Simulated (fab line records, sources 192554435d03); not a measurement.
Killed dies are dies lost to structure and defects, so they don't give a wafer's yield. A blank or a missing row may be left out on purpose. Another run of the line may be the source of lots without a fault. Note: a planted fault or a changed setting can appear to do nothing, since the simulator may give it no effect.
Matching of chambers	flow n5_finfet	rie_diel-03 running N5_BEOL_M1_ETCHBACK_99: 4 sister chambers
The step etches SiO2 in CHF3, target depth 5 nm, time 10.4 s. 4 wafers are shown with their chamber, then 8 later ones without.

## WAFERS WITH THEIR CHAMBER
wafer	chamber	showerhead_plenum_p_Torr (Torr)
L084.4	0	2.06
L088.1	1	2.24
L088.4	2	2.14
L094.1	3	2.29

## WAFERS MISSING THEIR CHAMBER
wafer	showerhead_plenum_p_Torr (Torr)
L094.3	2.23
L094.4	2.05
L096.3	2.13
L096.4	2.05
L096.5	2.05
L097.2	2.13
L097.3	2.23
L097.4	2.05

## EACH ONE'S CHAMBER
wafer	from the rows above	in truth
L094.3	1	1
L094.4	0	0
L096.3	2	2
L096.4	0	0
L096.5	0	0
L097.2	2	2
L097.3	1	1
L097.4	0	0
Placed correctly: 8 of 8. Left unplaced by these rows: 0. Wrongly placed: 0.
How it was worked out, from the rows above alone: a wafer's distance from a chamber is the root of the sum, over the readings, of the square of ((its reading less the chamber's mean) divided by the reading's scatter). If the next closest chamber is less than 2 further off than the closest, the wafer can't be placed; otherwise it belongs to the closest. Each chamber's mean is taken over the wafers shown for it. The scatter: root of mean squared gap, hidden wafer to nearest shown wafer, with one shown wafer a chamber.
